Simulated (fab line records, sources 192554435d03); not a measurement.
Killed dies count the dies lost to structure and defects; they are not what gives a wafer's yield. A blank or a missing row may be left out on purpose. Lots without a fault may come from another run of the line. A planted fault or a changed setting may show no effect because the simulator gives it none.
fab line records | flow n5_finfet
record: lots: 10 wafers: 27 last_day: 17
route steps=1938 shown BEOL_M4@1111 MIM_TOP_ETCH@1853 TV_LITHO@1885 PASSIVATION@1906
lots untouched by any fault: they come from a run of this same line in which no faults occurred
start_h: the number of hours between the record's first day and the start of the first shown wafer of the lot | wait_h: time in hours since the lot's previous step | " identical to the entry in the row above | L1.1+2: several wafers, shown together as one row | - either no value or no given start | * or withheld: withheld | < > ~ a bound
route shown NAME@n: NAME is a module with steps in the file, n the number in the route of the first one | usual: mean/standard deviation taken from wafers without a fault | same: alike in all rows | chamber/n: place in a boat | sites: the reading at each site | _std_site: the values' standard deviation | _edge_site: the outer-site mean with the inner-site mean subtracted | radius_mm: for every site, how far away it sits from the centre of the wafer | mask NAME#n: copy n | behind: the tool/chamber that last shaped the wafer | hold: why the lot was held/for how many hours/how that ended | device: names the non-switching transistor (n, p or np) | end of line: the route-end tests of the same wafers | where a step has no rows: the recipe by itself | killed: the dies lost at the first sort to structure and to defects; this is not the yield of the wafer | map: a wafer's dies, x killed, . not, _ none there
set.NAME: setting as actually run; set.NAME@STEP: the setting as run at that earlier step | model.NAME: the simulator's own value behind a step, which no gauge read
steps of the route over a sample of lots; a table a step, a row a wafer
services: when a tool's chamber went out of use (start_h, in hours from the record's first day, below 0 if earlier), for how many hours, and the reason
== steps ==
step: N5_BEOL_M4_RC_MEAS_101
usual: DIBL_N: 36.6/1.7 DIBL_P: 36.7/2 IOFF_N: 0.16/0.033 IOFF_P: 0.22/0.04 ION_N: 673/12 ION_P: 463/7.9 SS_N: 71.7/0.58 SS_P: 73.3/0.64 VT_N: 249/3.3 VT_P: -249/3.1
columns lot.wafer tool chamber start_h wait_h DIBL_N[mV/V] DIBL_P[mV/V] IOFF_N[nA/um] IOFF_P[nA/um] ION_N[uA/um] ION_P[uA/um] SS_N[mV/dec] SS_P[mV/dec] VT_N[mV] VT_P[mV]
L592.1 prober-02 0 173.45 0.0 37.2 37.2 0.15 0.21 653 451 72.2 73.9 252 -254
L592.2 " 0 " " 35.7 36.2 0.14 0.21 671 465 71.2 73.9 247 -248
L592.4 " 0 " " 38.3 38.0 0.17 0.24 683 471 72.2 73.5 249 -252
L594.2 prober-01 0 189.17 0.2 34.2 32.2 0.10 0.16 654 450 70.8 72.2 257 -253
L594.3 " 0 " " 38.3 36.5 0.18 0.22 671 461 71.7 73.6 250 -249
L594.6 " 0 " " 37.9 36.1 0.16 0.21 673 459 72.9 73.3 251 -251
L596.4 prober-02 0 195.83 0.5 35.9 36.8 0.18 0.22 673 455 71.8 72.9 247 -251
L596.5 " 0 " " 35.9 37.5 0.19 0.24 684 461 72.5 73.3 244 -250
L596.6 " 0 " " 36.2 36.7 0.20 0.24 679 458 72.3 73.2 246 -250
L598.1 prober-02 0 212.06 0.0 37.1 36.4 0.16 0.18 672 451 71.4 73.4 251 -255
L598.2 " 0 " " 38.8 38.9 0.21 0.21 690 458 71.8 74.2 243 -251
L598.6 " 0 " " 38.6 37.4 0.19 0.19 672 454 72.3 73.7 247 -252
L601.1 prober-01 0 233.14 0.0 35.1 36.0 0.15 0.22 673 458 71.7 73.3 250 -246
L601.5 " 0 " " 35.9 36.4 0.18 0.23 663 456 72.3 74.0 249 -249
L601.6 " 0 " " 36.2 37.3 0.19 0.25 678 469 71.9 73.4 249 -248
L602.1 prober-01 0 239.00 0.0 38.0 36.8 0.17 0.23 673 459 72.2 73.5 249 -250
L602.2 " 0 " " 38.7 37.3 0.19 0.25 683 459 72.0 74.0 248 -247
L602.4 " 0 " " 37.4 36.1 0.16 0.23 670 462 71.8 73.5 250 -248
L605.1 prober-02 0 247.87 0.0 37.6 36.5 0.17 0.23 677 465 71.9 72.9 248 -250
L605.6 " 0 " " 36.6 35.4 0.15 0.20 670 463 71.9 72.6 250 -251
L607.1 prober-02 0 279.24 0.0 33.8 32.9 0.11 0.17 653 454 71.0 71.8 254 -251
L607.5 " 0 " " 40.6 42.1 0.27 0.35 686 471 72.9 74.0 239 -246
L606.5 prober-01 0 279.37 0.6 33.3 33.7 0.12 0.16 678 468 70.8 72.7 251 -256
L606.6 " 0 " " 37.5 38.1 0.19 0.24 675 473 71.2 73.4 247 -252
L611.3 prober-02 0 311.96 0.3 38.8 39.4 0.23 0.33 705 492 72.3 74.1 243 -241
L611.5 " 0 " " 39.8 39.9 0.24 0.33 710 487 71.7 73.6 243 -240
L611.6 " 0 " " 38.0 37.9 0.19 0.29 676 473 71.3 73.4 247 -245
step: N5_MIM_TOP_ETCH_PECVD_03
recipe: material: SiNx target_thk_a: 200 temp_c: 400 precursor: SiH4/NH3/N2 pressure_torr: 1.5 rf_w: 300 time_s: 17.6
usual: chamber_pressure_Torr: 1.500/0.0033 heater_power_outer_w: 458/99 heater_power_w: 751/160 showerhead_plenum_p_Torr: 5.15/0.084 throttle_valve_pct: 38.9/2.1
columns lot.wafer tool chamber start_h wait_h chamber_pressure_Torr heater_power_outer_w heater_power_w showerhead_plenum_p_Torr throttle_valve_pct
L592.1 pecvd-04 1 262.07 - 1.506 533 898 5.17 38.8
L592.2 " 2 " " 1.497 360 572 4.93 38.7
L592.4 " 1 " " 1.498 518 871 5.17 38.8
L594.2 pecvd-02 0 284.28 - 1.506 353 603 5.24 39.9
L594.3 " 1 " " 1.499 464 775 5.16 40.7
L594.6 " 1 " " 1.496 356 624 5.16 41.0
L596.4 pecvd-02 1 300.52 - 1.496 439 700 5.16 41.0
L596.5 " 2 " " 1.501 489 838 5.15 35.7
L596.6 " 0 " " 1.498 407 661 5.24 39.9
L598.1 pecvd-04 0 318.43 - 1.496 337 509 5.19 38.0
L598.2 " 1 " " 1.497 486 796 5.17 39.0
L598.6 " 0 " " 1.502 333 514 5.19 38.1
L601.1 pecvd-03 1 335.27 - 1.497 658 998 5.08 41.8
L601.5 " 0 " " 1.497 371 641 5.23 39.1
L601.6 " 1 " " 1.502 645 1023 5.07 41.9
L605.1 pecvd-02 1 346.39 - 1.502 450 725 5.15 41.2
L605.6 " 1 " " 1.500 457 722 5.17 41.1
L602.1 pecvd-03 1 353.80 - 1.499 619 979 5.08 41.9
L602.2 " 2 " " 1.495 537 869 5.13 35.4
L602.4 " 0 " " 1.500 445 718 5.24 38.9
L606.5 pecvd-02 1 365.13 - 1.499 457 746 5.15 41.2
L606.6 " 0 " " 1.498 412 682 5.23 40.0
L607.1 pecvd-02 1 370.43 - 1.504 405 678 5.16 41.2
L607.5 " 2 " " 1.498 601 962 5.14 35.9
L611.3 pecvd-04 0 398.49 - 1.504 291 466 5.19 38.2
L611.5 " 1 " " 1.500 538 939 5.17 38.7
L611.6 " 0 " " 1.506 296 465 5.19 38.5
step: N5_PASSIVATION_INSPECT_61
recipe: mode: adi inspect_instrument: macro
usual: raw_defect_count: 2.1/1.4
columns lot.wafer tool chamber start_h wait_h raw_defect_count
L592.1 defect_inspect-02 - 263.95 0.0 2
L592.2 " - " " 4
L592.4 " - " " 1
L594.2 defect_inspect-01 - 291.64 0.0 0
L594.3 " - " " 6
L594.6 " - " " 3
L596.4 defect_inspect-01 - 302.31 0.0 1
L596.5 " - " " 5
L596.6 " - " " 4
L598.1 defect_inspect-02 - 322.38 0.0 3
L598.2 " - " " 0
L598.6 " - " " 3
L601.1 defect_inspect-02 - 337.09 0.0 1
L601.5 " - " " 1
L601.6 " - " " 4
L605.6 defect_inspect-01 - 352.09 0.0 2
L602.1 defect_inspect-02 - 355.74 0.0 4
L602.2 " - " " 1
L602.4 " - " " 2
L606.6 defect_inspect-02 - 368.16 0.0 1
L611.3 defect_inspect-01 - 403.16 0.0 3
L611.5 " - " " 0
L611.6 " - " " 1
step: N5_PASSIVATION_OVL_MEAS_63
recipe: points_per_wafer: 44
usual: PAD_OVL: -8/5.3
same: points_per_wafer: 44
columns lot.wafer tool chamber start_h wait_h PAD_OVL[nm]
L592.1 overlay-02 0 265.53 0.0 -9
L592.2 " 0 " " -5
L592.4 " 0 " " -6
L594.2 overlay-02 0 293.34 0.0 -5
L594.3 " 0 " " -14
L594.6 " 0 " " -10
L596.4 overlay-01 0 303.96 0.0 -16
L596.5 " 0 " " -18
L596.6 " 0 " " -14
L598.1 overlay-02 0 325.18 0.0 -9
L598.2 " 0 " " -9
L598.6 " 0 " " -16
L601.1 overlay-01 0 338.51 0.0 -6
L601.5 " 0 " " -8
L601.6 " 0 " " -2
L605.6 overlay-01 0 353.70 0.0 -3
L602.1 overlay-02 0 357.27 0.0 1
L602.2 " 0 " " -6
L602.4 " 0 " " -9
L606.6 overlay-02 0 369.91 0.0 -3
L611.3 overlay-01 0 405.18 0.0 -5
L611.5 " 0 " " 4
L611.6 " 0 " " -10
step: N5_PASSIVATION_STRIP_34
recipe: chemistry: O2 power_w: 600 temp_c: 60 pressure_mtorr: 30 rf_frequency_hz: 6e+07 bias_power_w: 0 overash_fraction: 2 o2_flow_sccm: 225
usual: drypump_motor_current_A: 6.0/0.43 oes_product_au: 0.84/0.092 rf_vpp_V: 3.8/1.5 showerhead_plenum_p_Torr: 2.10/0.076 throttle_valve_pct: 16.49/0.24
same: bias_power_w: 0
columns lot.wafer tool chamber start_h wait_h drypump_motor_current_A oes_product_au rf_hours_counter_h rf_vpp_V showerhead_plenum_p_Torr throttle_valve_pct
L592.1 rie_diel-03 3 266.20 0.1 5.5 0.85 73 2.9 2.04 16.66
L592.2 " 1 " " 6.6 0.84 88 2.1 2.03 16.40
L592.4 " 3 " " 5.6 0.84 - 3.2 2.03 16.61
L594.2 rie_diel-04 1 294.00 0.1 6.1 0.90 12 2.1 2.16 16.23
L594.3 " 0 " " 6.6 0.68 249 4.5 2.16 16.62
L594.6 " 1 " " 6.1 0.92 - 3.5 2.16 16.20
L596.4 rie_diel-03 2 304.72 0.1 6.0 0.94 13 6.2 2.14 16.79
L596.5 " 2 " " 6.0 0.94 - 2.8 2.14 16.78
L596.6 " 1 " " 6.6 0.81 - 5.7 2.02 16.37
L598.1 rie_diel-03 1 326.00 0.2 6.5 0.80 109 4.2 2.02 16.44
L598.2 " 3 " " 5.5 0.83 92 4.3 2.03 16.67
L598.6 " 2 " " 5.9 0.91 - 4.2 2.14 16.80
L601.1 rie_diel-05 0 339.18 0.1 5.9 0.89 29 4.7 2.24 16.28
L601.5 " 3 " " 6.2 0.91 - 3.7 2.12 15.97
L601.6 " 2 " " 5.9 0.89 - 3.1 2.22 16.57
L605.6 rie_diel-05 1 354.49 0.0 5.0 0.93 - 5.5 2.05 16.15
L602.1 rie_diel-03 2 357.94 0.1 5.9 0.89 34 3.1 2.13 16.83
L602.2 " 0 " " 5.3 0.69 248 4.5 2.07 16.92
L602.4 " 3 " " 5.5 0.80 106 2.8 2.03 16.67
L606.6 rie_diel-04 2 370.59 0.0 6.4 0.87 - 3.4 2.03 16.54
L611.3 rie_diel-04 1 405.84 0.1 6.0 0.87 49 1.3 2.14 16.29
L611.5 " 2 " " 6.4 0.87 - 4.8 2.02 16.57
L611.6 " 3 " " 6.1 0.74 - 1.4 1.99 16.55
step: N5_PASSIVATION_PROBE_49
usual: defect_limited_yield: 91.1/1.4 killed_at_M0_to_M3: 34/11 killed_at_M4_up: 14/5.7 killed_at_contacts: 14/6.9 killed_at_front_end: 40/11 killed_at_other: 4/3.1 killed_dies: 105/17 killed_on_rim: 14/4.1 killed_open: 70/13 killed_short: 34/7.6 sort_bin_5_function: 5.3/0.95 sort_bin_6_memory: 3.3/0.64 sort_n_pass: 1075/17 sort_yield_pct: 91.1/1.4
same: gross_dies: 1180 killed_at_back_side: 0 sort_bin_4_leakage[%]: 0 sort_bin_8_speed[%]: 0
columns lot.wafer tool chamber start_h wait_h defect_limited_yield[%] killed_at_M0_to_M3 killed_at_M4_up killed_at_contacts killed_at_front_end killed_at_other killed_dies killed_on_rim killed_open killed_short sort_bin_5_function[%] sort_bin_6_memory[%] sort_n_pass sort_yield_pct[%]
L598.1 prober-02 - 330.35 0.0 90.8 26 15 12 47 8 108 12 72 36 5.8 3.1 1072 90.8
L598.2 prober-02 - 330.40 0.1 90.3 38 8 17 47 5 115 17 79 36 5.6 3.9 1065 90.3
L598.6 prober-02 - 330.60 0.3 89.4 42 11 22 39 11 125 12 88 36 6.1 3.9 1055 89.4
L601.1 prober-01 - 343.49 0.0 91.3 23 6 20 52 2 103 14 71 32 5.1 3.6 1077 91.3
L601.5 prober-01 - 343.69 0.2 91.3 47 9 18 24 5 103 10 66 36 4.6 3.9 1077 91.3
L601.6 prober-01 - 343.74 0.3 90.6 22 12 14 55 8 111 15 72 39 5.6 3.5 1069 90.6
L605.1 prober-01 - 358.83 0.0 2.1 38 22 13 41 1041 1155 131 77 35 5.5 3.6 25 2.1
L605.6 prober-01 - 359.08 0.3 92.3 24 15 9 42 1 91 13 61 30 4.2 3.5 1089 92.3
L602.1 prober-01 - 362.11 0.0 92.2 38 12 10 27 5 92 10 67 23 4.6 3.1 1088 92.2
L602.2 prober-01 - 362.16 0.1 92.1 35 10 13 35 0 93 10 65 26 4.6 3.2 1087 92.1
L602.4 prober-01 - 362.26 0.2 91.4 47 14 8 31 2 102 15 72 30 5.3 3.1 1078 91.4
L606.5 prober-01 - 374.96 0.2 3.1 26 24 10 19 1065 1144 120 59 20 3.5 3.0 36 3.1
L606.6 prober-01 - 375.01 0.3 88.0 54 16 13 56 3 142 19 102 39 7.3 4.5 1038 88.0
L607.1 prober-01 - 381.56 0.0 2.8 26 6 23 54 1038 1147 130 72 37 5.3 3.7 33 2.8
L607.5 prober-01 - 381.76 0.2 2.5 34 5 20 55 1036 1150 129 79 38 6.4 3.5 30 2.5
killed by level:class
L598.1 STI_FIN_REVEAL:geometric_particle:open=14 MOL_CONTACT_COAG:geometric_particle:open=10 BEOL_M0_SAQP:geometric_particle:open=9 BEOL_M4:geometric_particle:open=8 FIN_SAQP:geometric_particle:open=7 FIN_SAQP:geometric_particle:short=7 BEOL_M2:geometric_particle:open=5 ILD0:geometric_particle:short=4
L598.2 MOL_CONTACT_COAG:geometric_particle:open=13 BEOL_M3:geometric_particle:open=12 STI_FIN_REVEAL:geometric_particle:open=11 BEOL_M2:geometric_particle:open=10 FIN_SAQP:geometric_particle:open=7 BEOL_M0_SAQP:geometric_particle:short=6 DUMMY_GATE:geometric_particle:open=5 GATE_CUT:geometric_particle:short=5
L598.6 MOL_CONTACT_COAG:geometric_particle:open=17 BEOL_M0:geometric_particle:open=12 STI_FIN_REVEAL:geometric_particle:open=11 BEOL_M1:geometric_particle:open=7 BEOL_M2:geometric_particle:open=7 MIM_TOP_ETCH:geometric_particle:open=6 STI_FIN_REVEAL:geometric_particle:short=5 MOL_CONTACT_COAG:geometric_particle:short=5
L601.1 MOL_CONTACT_COAG:geometric_particle:open=13 BEOL_M3:geometric_particle:open=9 FIN_SAQP:geometric_particle:open=8 SPACER0:geometric_particle:open=8 MOL_CONTACT_COAG:geometric_particle:short=7 BEOL_M1:geometric_particle:open=6 GATE_CUT:geometric_particle:short=6 GATE_CUT:geometric_particle:open=6
L601.5 MOL_CONTACT_COAG:geometric_particle:open=15 BEOL_M2:geometric_particle:open=10 BEOL_M0_SAQP:geometric_particle:short=9 BEOL_M0_SAQP:geometric_particle:open=8 BEOL_M3:geometric_particle:open=8 BEOL_M4:geometric_particle:open=6 SPACER0:geometric_particle:short=4 GATE_CUT:geometric_particle:short=4
L601.6 FIN_SAQP:geometric_particle:open=16 GATE_CUT:geometric_particle:short=14 MOL_CONTACT_COAG:geometric_particle:open=13 DUMMY_GATE:geometric_particle:open=7 FIN_SAQP:geometric_particle:short=6 BEOL_M0_SAQP:geometric_particle:short=6 BEOL_M4:geometric_particle:open=6 BEOL_M1:geometric_particle:open=5
L605.1 MIM_TOP_ETCH:area_pecvd=1041 BEOL_M0_SAQP:geometric_particle:open=12 BEOL_M4:geometric_particle:open=11 MOL_CONTACT_COAG:geometric_particle:open=11 FIN_SAQP:geometric_particle:short=10 BEOL_M0_SAQP:geometric_particle:short=9 FIN_SAQP:geometric_particle:open=8 STI_FIN_REVEAL:geometric_particle:open=6
L605.6 BEOL_M4:geometric_particle:open=12 BEOL_M2:geometric_particle:open=11 FIN_SAQP:geometric_particle:short=8 FIN_SAQP:geometric_particle:open=8 MOL_CONTACT_COAG:geometric_particle:open=7 GATE_CUT:geometric_particle:short=6 STI_FIN_REVEAL:geometric_particle:open=5 DUMMY_GATE:geometric_particle:open=4
L602.1 BEOL_M2:geometric_particle:open=11 BEOL_M3:geometric_particle:open=10 MOL_CONTACT_COAG:geometric_particle:open=9 BEOL_M4:geometric_particle:open=7 FIN_SAQP:geometric_particle:open=5 FIN_SAQP:geometric_particle:short=4 DUMMY_GATE:geometric_particle:open=4 BEOL_M0_SAQP:geometric_particle:open=4
L602.2 BEOL_M3:geometric_particle:open=11 STI_FIN_REVEAL:geometric_particle:open=10 MOL_CONTACT_COAG:geometric_particle:open=9 BEOL_M0_SAQP:geometric_particle:open=6 BEOL_M1:geometric_particle:open=6 BEOL_M2:geometric_particle:open=5 FIN_SAQP:geometric_particle:short=4 MOL_CONTACT_COAG:geometric_particle:short=4
L602.4 BEOL_M2:geometric_particle:open=24 BEOL_M4:geometric_particle:open=11 FIN_SAQP:geometric_particle:short=9 BEOL_M0_SAQP:geometric_particle:open=8 MOL_CONTACT_COAG:geometric_particle:open=7 DUMMY_GATE:geometric_particle:open=4 GATE_CUT:geometric_particle:short=4 BEOL_M0_SAQP:geometric_particle:short=4
L606.5 MIM_TOP_ETCH:area_pecvd=1064 BEOL_M4:geometric_particle:open=18 MOL_CONTACT_COAG:geometric_particle:open=10 BEOL_M0_SAQP:geometric_particle:short=6 BEOL_M3:geometric_particle:open=6 BEOL_M1:geometric_particle:open=5 FIN_SAQP:geometric_particle:open=4 ILD0:geometric_particle:short=4
L606.6 BEOL_M0_SAQP:geometric_particle:open=17 STI_FIN_REVEAL:geometric_particle:open=16 FIN_SAQP:geometric_particle:open=15 BEOL_M0_SAQP:geometric_particle:short=12 MOL_CONTACT_COAG:geometric_particle:open=11 BEOL_M3:geometric_particle:open=8 BEOL_M1:geometric_particle:open=8 BEOL_M4:geometric_particle:open=6
L607.1 MIM_TOP_ETCH:area_pecvd=1037 MOL_CONTACT_COAG:geometric_particle:open=18 FIN_SAQP:geometric_particle:short=12 DUMMY_GATE:geometric_particle:open=10 STI_FIN_REVEAL:geometric_particle:open=8 FIN_SAQP:geometric_particle:open=5 MOL_CONTACT_COAG:geometric_particle:short=5 BEOL_M0_SAQP:geometric_particle:open=5
L607.5 MIM_TOP_ETCH:area_pecvd=1031 MOL_CONTACT_COAG:geometric_particle:open=15 STI_FIN_REVEAL:geometric_particle:open=12 BEOL_M1:geometric_particle:open=10 FIN_SAQP:geometric_particle:short=7 DUMMY_GATE:geometric_particle:open=7 BEOL_M0_SAQP:geometric_particle:short=7 FIN_SAQP:geometric_particle:open=6
== services ==
columns tool chamber start_h hours kind
rie_diel-03 1 242.80 8.4 repair
rie_diel-03 2 252.65 - clean
rie_diel-03 2 252.65 - consumable_replace:focus_ring
rie_diel-03 2 252.65 16.5 scheduled_down
rie_diel-03 2 252.65 16.5 vent_cycle
rie_diel-04 3 254.77 12.9 repair
pecvd-02 2 257.54 8.1 repair
pecvd-02 - 258.78 6.9 repair
rie_diel-04 2 268.27 - clean
pecvd-02 - 276.17 1.1 repair
pecvd-04 1 293.87 2.1 scheduled_down
pecvd-03 - 307.04 2.8 pm
pecvd-02 - 308.00 1.4 repair
rie_diel-03 3 308.90 6.4 repair
pecvd-04 0 323.42 2.1 scheduled_down
rie_diel-04 3 323.50 7.8 repair
rie_diel-04 0 329.44 10.8 repair
rie_diel-03 0 331.16 12.6 repair
rie_diel-03 0 364.21 - clean
rie_diel-03 0 364.21 - consumable_replace:focus_ring
rie_diel-03 0 364.21 16.5 scheduled_down
rie_diel-03 0 364.21 16.5 vent_cycle
pecvd-03 2 395.89 3.8 repair
rie_diel-04 - 398.00 2.8 pm
== key ==
first_sign: step: N5_PASSIVATION_PROBE_49 reading: killed_at_other direction: up sigmas: 99+ usual: 4 struck: 1045
effect: step: N5_PASSIVATION_PROBE_49 reading: defect_limited_yield direction: down sigmas: 63 usual: 91.1 struck: 2.6
more_kills_born_at: N5_MIM_TOP_ETCH_PECVD_03@pecvd-02: 4173
met_at N5_MIM_TOP_ETCH_PECVD_03
struck_lots L605,L606,L607
struck_wafers L605.1,L606.5,L607.1,L607.5
later_rows_left_out L605.1,L606.5,L607.1,L607.5
not_acting_at N5_PASSIVATION_INSPECT_61,N5_PASSIVATION_OVL_MEAS_63,N5_PASSIVATION_STRIP_34
onset_between 300.52 346.39
fault: kind: process_parameter_drift tool: pecvd-02 chamber: - onset_h: 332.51 steps: N5_MIM_TOP_ETCH_PECVD_03 channel: time_s offset: * shape: step end_h: 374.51 scope: struck_wafers_only acts_in: * stated: *
later_rows_left_out: the simulator's readings of these wafers behind a module that went badly wrong aren't trusted and aren't shown, but for the sort
